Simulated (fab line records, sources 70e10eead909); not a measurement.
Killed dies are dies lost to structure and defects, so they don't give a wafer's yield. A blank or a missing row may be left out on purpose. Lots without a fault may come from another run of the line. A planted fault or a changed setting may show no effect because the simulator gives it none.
Chamber matching | flow nand_harc | NHARC_A_DECK1_JOINT_ETCHBACK_00 on rie_si-04: 4 sister chambers
The step etches the open film in HBr, target depth 30 nm, time 17.4 s. 8 wafers are shown with their chamber, then 8 later ones without.

WAFERS WITH THEIR CHAMBER
wafer  | chamber | drypump_motor_current_A (A) | he_backside_leak_sccm (sccm)
L086.2 | 2       | 4.8                         | 2.3
L086.3 | 1       | 5.7                         | 2.4
L088.1 | 1       | 5.7                         | 2.4
L088.4 | 3       | 5.8                         | 3.1
L090.1 | 2       | 4.8                         | 2.4
L090.3 | 0       | 5.3                         | 2.9
L090.5 | 0       | 5.3                         | 2.8
L092.1 | 3       | 5.9                         | 3.2

WAFERS WITHOUT THEIR CHAMBER
wafer  | drypump_motor_current_A (A) | he_backside_leak_sccm (sccm)
L092.2 | 5.3                         | 2.9
L092.4 | 4.8                         | 2.3
L093.1 | 5.8                         | 2.9
L093.5 | 4.8                         | 2.4
L093.6 | 5.7                         | 2.3
L096.1 | 5.7                         | 2.3
L096.3 | 5.8                         | 3.0
L096.6 | 4.8                         | 2.5

WHICH CHAMBER EACH WENT THROUGH
wafer  | from the rows above | in truth
L092.2 | 0                   | 0
L092.4 | 2                   | 2
L093.1 | 3                   | 3
L093.5 | 2                   | 2
L093.6 | 1                   | 1
L096.1 | 1                   | 1
L096.3 | 3                   | 3
L096.6 | 2                   | 2
Placed correctly: 8 of 8. Can't be placed from these rows: 0. Placed wrongly: 0.
How it was worked out, from the rows above alone: a wafer's distance from a chamber is the root of the sum, over the readings, of the square of ((its reading less the chamber's mean) divided by the reading's scatter). The wafer belongs to the nearest chamber; if the next one is less than 2 further off, it can't be placed. A chamber's mean is the mean of its shown wafers. The scatter: the root of (the sum of the squares of (reading less its chamber's mean) over the shown wafers, divided by (wafers less chambers)).
